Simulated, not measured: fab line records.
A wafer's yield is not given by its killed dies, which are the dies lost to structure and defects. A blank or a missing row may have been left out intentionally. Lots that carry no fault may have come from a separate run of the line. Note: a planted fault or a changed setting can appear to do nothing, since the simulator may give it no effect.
Matching of chambers | flow n5-finfet | N5_BEOL_M0_SAQP_ETCH_83 on rie-diel-02: 4 sister chambers
The step etches SiARC in CF4, target depth 39 nm, time 65 s. 22 wafers are shown with their chamber, then 11 later ones without.

== WAFERS PAIRED WITH THEIR CHAMBERS ==
wafer  | chamber | showerhead-plenum-p-Torr (Torr) | drypump-motor-current-A (A) | etch-rf-on-time-s (s)
L074.1 | 2       | 2.12                            | 5.9                         | 62.9
L074.2 | 0       | 2.14                            | 6.5                         | 64.5
L074.6 | 2       | 2.12                            | 5.9                         | 62.3
L075.2 | 2       | 2.12                            | 5.8                         | 63.4
L075.3 | 1       | 2.22                            | 5.7                         | 68.2
L075.5 | 3       | 2.06                            | 6.5                         | 65.3
L078.3 | 3       | 2.06                            | 6.5                         | 64.6
L078.4 | 0       | 2.14                            | 6.6                         | 65.3
L078.6 | 0       | 2.14                            | 6.5                         | 64.9
L080.3 | 0       | 2.13                            | 6.6                         | 65.5
L080.4 | 3       | 2.06                            | 6.6                         | 64.9
L080.5 | 0       | 2.13                            | 6.5                         | 65.0
L086.2 | 1       | 2.21                            | 5.7                         | 67.5
L086.3 | 3       | 2.06                            | 6.6                         | 65.3
L086.4 | 2       | 2.11                            | 5.8                         | 62.2
L087.2 | 3       | 2.06                            | 6.5                         | 65.1
L087.3 | 2       | 2.11                            | 5.8                         | 62.2
L087.4 | 0       | 2.13                            | 6.5                         | 65.1
L089.2 | 1       | 2.21                            | 5.7                         | 68.7
L089.4 | 2       | 2.11                            | 5.8                         | 63.6
L089.5 | 0       | 2.13                            | 6.6                         | 66.3
L092.1 | 3       | 2.05                            | 6.5                         | 65.1

SIGNATURES, as means of the wafers listed above
reading                  | chamber 0 | chamber 1 | chamber 2 | chamber 3 | scatter within a chamber
showerhead-plenum-p-Torr | 2.1343    | 2.2133    | 2.1150    | 2.0583    | 0.00512
drypump-motor-current-A  | 6.543     | 5.700     | 5.833     | 6.533     | 0.0493
etch-rf-on-time-s        | 65.229    | 68.133    | 62.767    | 65.050    | 0.526
Rule: for each reading, subtract the chamber's mean from the wafer's reading, divide by that reading's scatter and square the result; add these up over the readings and take the root, which gives the wafer's distance from the chamber. The wafer belongs to the nearest chamber; if the next one is less than 2 further off, it can't be placed. The scatter: the root of (the sum of the squares of (reading less its chamber's mean) over the shown wafers, divided by (wafers less chambers)).

== WAFERS WHOSE CHAMBER IS MISSING ==
wafer  | showerhead-plenum-p-Torr (Torr) | drypump-motor-current-A (A) | etch-rf-on-time-s (s)
L092.2 | 2.11                            | 5.9                         | 62.7
L092.3 | 2.21                            | 5.7                         | 68.2
L095.3 | 2.11                            | 5.9                         | 63.3
L095.4 | 2.05                            | 6.6                         | 66.1
L095.5 | 2.21                            | 5.7                         | 68.1
L096.2 | 2.05                            | 6.5                         | 64.7
L096.3 | 2.11                            | 5.9                         | 62.7
L096.5 | 2.12                            | 6.5                         | 64.4
L097.2 | 2.21                            | 5.7                         | 67.4
L097.4 | 2.12                            | 6.6                         | 65.6
L097.6 | 2.05                            | 6.5                         | 65.2

== EACH ONE'S CHAMBER ==
wafer  | from the rows above | in truth
L092.2 | 2                   | 2
L092.3 | 1                   | 1
L095.3 | 2                   | 2
L095.4 | 3                   | 3
L095.5 | 1                   | 1
L096.2 | 3                   | 3
L096.3 | 2                   | 2
L096.5 | 0                   | 0
L097.2 | 1                   | 1
L097.4 | 0                   | 0
L097.6 | 3                   | 3
11 of 11 placed correctly. Not placeable from these rows: 0. Wrongly placed: 0.
